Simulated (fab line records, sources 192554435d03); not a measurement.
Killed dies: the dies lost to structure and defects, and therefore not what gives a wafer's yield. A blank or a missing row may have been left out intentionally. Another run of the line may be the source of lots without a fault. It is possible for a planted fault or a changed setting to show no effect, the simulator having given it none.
fab line records	flow n5Finfet
record lots=10	wafers=30	lastDay=20
route steps=1938 shown BEOL_M14@1753 BEOL_M15@1773
lots that met no fault: from a run of the same line without faults
startH: the number of hours between the record's first day and the start of the first shown wafer of the lot	waitH: how many hours have passed since the lot's step before this one	" as in the row above	L1.1+2: one row covering several wafers at once	- no value, or no start was given	* or withheld: withheld	< > ~ a bound
route shown NAME@n: names a module that has steps shown in the file, with the first one's number in the route	usual: the fault-free wafers' mean and standard deviation	same: alike in all rows	chamber/n: place in a boat	sites: each site's reading	_std_site: the values' standard deviation	_edge_site: outer sites' mean less inner sites'	radiusMm: for every site, how far away it sits from the centre of the wafer	mask NAME#n: copy n	behind: the most recent tool/chamber to have shaped the wafer	hold: cause of the lot's hold/its duration in hours/its outcome	device: the n, p or np transistor that did not switch	end of line: the tests these same wafers got at the end of their route	a step with no rows: only its recipe	killed: at the first sort, the dies lost to defects and structure; wafer yield is something else	map: the dies of a wafer, with x for killed, . for not killed, _ for no die there
set.NAME: the run value of the setting; set.NAME@STEP: its run value at that earlier step	model.NAME: the simulator's own value behind a step, which no gauge read
one table for each step of the route and one row for each wafer, over a sample of lots
services: from which hour (startH, from the record's first day; less than 0 if before it) a tool's chamber was out of use, for how many hours, and why
## steps
# step N5_BEOL_M14_TRENCH_ETCH_34
# recipe chemistry=C4F8/O2/Ar	target=SiO2	targetDepthA=5566.5	maskMaterial=SOC	heInnerTorr=15	heOuterTorr=30	timeS=126.9	ionEnergyEv=800	pressureMtorr=20	sourceW=1905	biasW=2040	Ar_flow_sccm=400	C4F8_flow_sccm=16	O2_flow_sccm=12
# usual drypumpMotorCurrentA=5.8/0.41	oesProductAu=0.78/0.073	rfVppV=2225/23	showerheadPlenumPTorr=3.46/0.08	throttleValvePct=30.93/0.25
lot.wafer	tool	chamber	startH	waitH	drypumpMotorCurrentA	oesProductAu	rfHoursCounterH	rfVppV	showerheadPlenumPTorr	throttleValvePct
L616.2	rieDiel-01	3	313.71	0.0	5.6	0.74	178	2230	3.44	31.19
L616.3	"	2	"	"	6.3	0.80	106	2208	3.33	31.14
L616.4	"	3	"	"	5.6	0.74	-	2231	3.44	31.19
L618.1	rieDiel-01	2	314.57	0.0	6.2	0.79	107	2209	3.33	31.14
L618.2	"	1	"	"	5.8	0.78	126	2225	3.46	30.90
L618.5	"	1	"	"	5.8	0.78	-	2226	3.46	30.90
L620.3	rieDiel-01	2	321.25	0.0	6.2	0.79	111	2209	3.33	31.14
L620.5	"	2	"	"	6.2	0.80	-	2210	3.33	31.15
L620.6	"	1	"	"	5.7	0.78	-	2222	3.45	30.93
L622.1	rieDiel-01	3	330.20	0.0	5.6	0.73	187	2231	3.43	31.20
L622.3	"	1	"	"	5.8	0.78	133	2222	3.45	30.91
L622.6	"	3	"	"	5.5	0.73	-	2231	3.44	31.19
L623.1	rieDiel-06	0	335.59	0.0	6.0	0.70	234	2182	3.38	31.07
L623.3	"	1	"	"	5.7	0.79	111	2259	3.45	30.98
L623.4	"	3	"	"	5.8	0.72	191	2210	3.42	30.97
L624.1	rieDiel-04	3	343.32	0.0	6.5	0.71	231	2254	3.53	30.60
L624.4	"	3	"	"	6.5	0.72	-	2253	3.53	30.61
L624.6	"	1	"	"	5.3	0.74	-	2193	3.42	30.50
L626.2	rieDiel-04	1	361.52	0.0	5.3	0.74	160	2193	3.42	30.51
L626.3	"	3	"	"	6.5	0.71	238	2255	3.52	30.61
L626.6	"	1	"	"	5.3	0.73	-	2192	3.41	30.52
L628.2	rieDiel-04	2	372.84	0.0	5.4	0.93	13	2243	3.50	31.15
L628.3	"	0	"	"	6.4	0.83	77	2219	3.61	30.82
L628.5	"	2	"	"	5.5	0.93	-	2242	3.50	31.15
L637.1	rieDiel-04	1	432.02	0.0	5.3	0.72	185	2192	3.40	30.53
L637.2	"	3	"	"	6.5	0.96	6	2253	3.51	30.37
L637.3	"	2	"	"	5.5	0.88	33	2241	3.49	31.16
L638.4	rieDiel-04	2	446.63	0.0	5.5	0.86	39	2239	3.48	31.17
L638.5	"	0	"	"	6.4	0.81	-	2218	3.59	30.87
L638.6	"	3	"	"	6.5	0.92	-	2252	3.51	30.37
# step N5_BEOL_M14_SPUTTER_44
# recipe material=Ta	targetThkA=150	tempC=50	biasV=80	powerW=15000	chamberPressurePa=0.07	timeS=24.19
# usual substrateTempC=50.02/0.11	throttleValvePct=29.7/1.1
lot.wafer	tool	chamber	startH	waitH	substrateTempC	throttleValvePct
L616.2	pvdSputter-02	-	314.63	0.0	50.16	28.5
L616.3	"	-	"	"	49.77	30.4
L616.4	"	-	"	"	49.97	31.5
L618.1	pvdSputter-02	-	316.97	0.0	49.99	28.7
L618.2	"	-	"	"	49.97	29.7
L618.5	"	-	"	"	50.01	29.8
L620.3	pvdSputter-02	-	324.37	0.0	49.97	31.2
L620.5	"	-	"	"	49.79	29.0
L620.6	"	-	"	"	50.06	31.3
L622.1	pvdSputter-03	-	330.98	0.0	49.73	30.6
L622.3	"	-	"	"	50.15	29.1
L622.6	"	-	"	"	49.99	29.1
L623.1	pvdSputter-03	-	337.11	0.0	50.04	29.1
L623.3	"	-	"	"	49.98	30.6
L623.4	"	-	"	"	49.89	28.0
L624.1	pvdSputter-01	-	344.77	0.0	49.98	29.7
L624.4	"	-	"	"	50.17	31.1
L624.6	"	-	"	"	50.20	31.3
L626.2	pvdSputter-03	-	364.08	0.0	49.92	30.8
L626.3	"	-	"	"	49.96	29.0
L626.6	"	-	"	"	50.12	28.0
L628.2	pvdSputter-02	-	373.90	0.0	50.19	29.7
L628.3	"	-	"	"	49.77	30.5
L628.5	"	-	"	"	49.92	30.3
L637.1	pvdSputter-03	-	433.97	0.0	49.80	28.9
L637.2	"	-	"	"	50.14	30.5
L637.3	"	-	"	"	49.86	27.9
L638.4	pvdSputter-03	-	448.97	0.0	49.98	29.2
L638.5	"	-	"	"	49.89	27.8
L638.6	"	-	"	"	50.02	28.9
# step N5_BEOL_M15_ILD_DEP_00
# recipe material=SiO2	targetThkA=16293	tempC=400	precursor=TEOS/O2	pressureTorr=6.5	rfW=900	teosFlowSccm=161.4	gas=O2	flowSccm=2650	timeS=346.1
# usual heaterPowerW=547/94	runLengthS=388.9/0.49	showerheadPlenumPTorr=8.35/0.051	showerheadVppV=1871/76	throttleValvePct=18.5/1
lot.wafer	tool	chamber	startH	waitH	heaterPowerW	runLengthS	showerheadPlenumPTorr	showerheadVppV	throttleValvePct
L616.2	pecvd-03	0	315.81	0.0	685	389.0	8.33	1757	18.9
L616.3	"	1	"	"	696	389.6	8.30	1963	19.1
L616.4	"	0	"	"	519	389.1	8.35	1754	19.1
L618.1	pecvd-03	0	318.38	0.0	643	389.1	8.36	1742	19.0
L618.2	"	2	"	"	628	388.5	8.32	1865	17.0
L618.5	"	0	"	"	524	389.1	8.33	1737	19.2
L620.3	pecvd-03	2	325.62	0.0	527	389.0	8.32	1838	16.6
L620.5	"	0	"	"	536	389.4	8.36	1751	19.2
L620.6	"	1	"	"	535	389.2	8.30	1995	19.2
L622.1	pecvd-02	2	332.15	0.0	586	388.8	8.29	1854	17.3
L622.3	"	0	"	"	424	388.1	8.43	1954	18.6
L622.6	"	1	"	"	410	388.7	8.35	1878	18.6
L623.1	pecvd-04	2	338.27	0.0	547	389.3	8.37	1904	18.1
L623.3	"	1	"	"	589	389.1	8.35	1790	20.7
L623.4	"	2	"	"	627	389.1	8.38	1915	17.8
L624.1	pecvd-04	0	346.77	0.0	430	388.3	8.45	1900	18.7
L624.4	"	2	"	"	648	389.1	8.39	1911	18.2
L624.6	"	1	"	"	487	389.3	8.38	1780	20.9
L626.2	pecvd-03	0	365.43	0.0	640	389.3	8.37	1749	19.3
L626.3	"	1	"	"	598	389.5	8.30	1996	19.4
L626.6	"	1	"	"	706	389.2	8.29	1979	19.4
L628.2	pecvd-02	2	375.07	0.0	537	388.7	8.35	1836	17.4
L628.3	"	0	"	"	381	387.7	8.45	1935	18.6
L628.5	"	0	"	"	438	387.9	8.44	1934	18.4
L637.1	pecvd-02	2	436.05	0.0	495	388.6	8.32	1853	17.6
L637.2	"	1	"	"	551	548.3	8.33	1862	18.5
L637.3	"	1	"	"	417	549.5	8.34	1889	18.3
L638.4	pecvd-03	0	450.25	0.1	711	389.5	8.34	1794	19.5
L638.5	"	2	"	"	634	388.6	8.30	1816	17.0
L638.6	"	1	"	"	671	389.2	8.29	2014	19.2
# step N5_BEOL_M15_THK_MEAS_01
# recipe reads=SiO2_of_BEOL_M15_ILD_DEP_00
# usual M15_ILD_THK=1633/19
lot.wafer	tool	chamber	startH	waitH	M15_ILD_THK[nm]
L616.2	filmMetro-02	-	316.06	0.1	1626
L616.3	"	-	"	"	1628
L616.4	"	-	"	"	1622
L618.1	filmMetro-02	-	318.63	0.1	1604
L618.2	"	-	"	"	1632
L618.5	"	-	"	"	1621
L620.3	filmMetro-01	-	325.87	0.1	1616
L620.5	"	-	"	"	1631
L620.6	"	-	"	"	1638
L622.1	filmMetro-02	-	332.40	0.1	1620
L622.3	"	-	"	"	1590
L622.6	"	-	"	"	1654
L623.1	filmMetro-01	-	338.52	0.1	1611
L623.3	"	-	"	"	1620
L623.4	"	-	"	"	1642
L624.1	filmMetro-02	-	347.02	0.1	1659
L624.4	"	-	"	"	1633
L624.6	"	-	"	"	1646
L626.2	filmMetro-01	-	365.68	0.1	1616
L626.3	"	-	"	"	1618
L626.6	"	-	"	"	1660
L628.2	filmMetro-01	-	375.33	0.1	1630
L628.3	"	-	"	"	1627
L628.5	"	-	"	"	1648
L637.1	filmMetro-02	-	436.42	0.3	1643
L637.2	"	-	"	"	2362
L637.3	"	-	"	"	2427
L638.4	filmMetro-01	-	450.40	0.0	1639
L638.5	"	-	"	"	1649
L638.6	"	-	"	"	1636
# step N5_BEOL_M15_OVL_MEAS_11
# recipe pointsPerWafer=44
# usual V14_OVL=2/6.6
lot.wafer	tool	chamber	startH	waitH	V14_OVL[nm]
L616.2	overlay-01	0	316.51	0.0	-7
L616.3	"	0	"	"	3
L616.4	"	0	"	"	-11
L618.1	overlay-01	0	319.09	0.0	3
L618.2	"	0	"	"	10
L618.5	"	0	"	"	5
L620.3	overlay-01	0	326.21	0.0	6
L620.5	"	0	"	"	3
L620.6	"	0	"	"	6
L622.1	overlay-01	0	332.74	0.0	2
L622.3	"	0	"	"	2
L622.6	"	0	"	"	1
L623.1	overlay-01	0	338.86	0.0	11
L623.3	"	0	"	"	2
L623.4	"	0	"	"	5
L624.1	overlay-01	0	347.62	0.0	11
L624.4	"	0	"	"	-1
L624.6	"	0	"	"	3
L626.2	overlay-02	0	366.14	0.0	8
L626.3	"	0	"	"	6
L626.6	"	0	"	"	10
L628.2	overlay-02	0	375.78	0.0	-13
L628.3	"	0	"	"	0
L628.5	"	0	"	"	-6
L637.1	overlay-01	0	436.76	0.0	8
L637.2	"	0	"	"	19
L637.3	"	0	"	"	5
L638.4	overlay-02	0	450.73	0.0	5
L638.5	"	0	"	"	1
L638.6	"	0	"	"	6
# step N5_BEOL_M15_CD_MEAS_17
# recipe targetCdNm=360	polarity=opening
# usual cdNm=361.4/1.6
lot.wafer	tool	chamber	startH	waitH	cdNm
L616.2	cdSem-03	-	317.07	0.0	362.2
L616.3	"	-	"	"	362.7
L616.4	"	-	"	"	363.2
L618.1	cdSem-03	-	319.65	0.0	361.5
L618.2	"	-	"	"	363.1
L618.5	"	-	"	"	362.3
L620.3	cdSem-02	-	326.88	0.0	360.5
L620.5	"	-	"	"	361.3
L620.6	"	-	"	"	358.8
L622.1	cdSem-03	-	335.73	0.0	363.9
L622.3	"	-	"	"	361.7
L622.6	"	-	"	"	362.2
L623.1	cdSem-01	-	340.23	0.0	361.2
L623.3	"	-	"	"	359.6
L623.4	"	-	"	"	361.4
L624.1	cdSem-03	-	348.51	0.0	361.2
L624.4	"	-	"	"	360.0
L624.6	"	-	"	"	360.6
L626.2	cdSem-01	-	366.69	0.0	360.2
L626.3	"	-	"	"	359.5
L626.6	"	-	"	"	361.7
L628.2	cdSem-03	-	376.34	0.0	360.5
L628.3	"	-	"	"	361.5
L628.5	"	-	"	"	361.3
L637.1	cdSem-01	-	437.61	0.0	362.6
L637.2	"	-	"	"	367.9
L637.3	"	-	"	"	369.7
L638.4	cdSem-02	-	451.29	0.0	363.5
L638.5	"	-	"	"	361.5
L638.6	"	-	"	"	362.8
## services
tool	chamber	startH	hours	kind
rieDiel-06	1	301.28	8.3	repair
pecvd-04	-	310.65	2.8	pm
rieDiel-06	-	310.71	2.8	pm
rieDiel-01	0	311.39	14.6	repair
rieDiel-01	1	323.83	2.3	repair
rieDiel-04	0	328.48	9.2	repair
rieDiel-01	1	337.50	9.0	repair
pecvd-02	-	345.51	2.8	pm
pecvd-03	-	362.37	1.5	repair
rieDiel-01	3	376.33	6.9	repair
rieDiel-06	0	377.94	8.3	repair
pecvd-03	2	387.41	5.1	repair
rieDiel-01	2	397.61	35.8	repair
pecvd-04	-	401.74	1.5	repair
rieDiel-06	2	401.88	2.7	repair
rieDiel-06	1	416.73	1.6	repair
pecvd-04	-	420.68	0.7	repair
rieDiel-01	3	424.27	7.3	repair
pecvd-02	2	425.19	1.8	repair
rieDiel-04	0	429.94	6.2	repair
pecvd-02	0	434.85	15.5	repair
pvdSputter-02	-	444.70	7.5	repair
pecvd-02	-	448.57	1.7	repair
pecvd-04	-	448.86	5.5	pm
## key
firstSign step=N5_BEOL_M15_ILD_DEP_00	reading=runLengthS	direction=up	sigmas=99+	usual=*	struck=*
effect step=N5_BEOL_M15_THK_MEAS_01	reading=M15_ILD_THK	direction=up	sigmas=40	usual=1633	struck=2394
effect step=N5_BEOL_M15_CD_MEAS_17	reading=cdNm	direction=up	sigmas=4.6	usual=361.4	struck=368.8
metAt N5_BEOL_M15_ILD_DEP_00
struckLots L637
struckWafers L637.2,L637.3
notActingAt N5_BEOL_M14_TRENCH_ETCH_34,N5_BEOL_M14_SPUTTER_44,N5_BEOL_M15_OVL_MEAS_11
onsetBetween 332.15 436.05
fault kind=processParameterDrift	tool=pecvd-02	chamber=1	onsetH=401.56	steps=N5_BEOL_M15_ILD_DEP_00	channel=timeS	offset=*	shape=step	endH=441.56	actsIn=*	stated=*
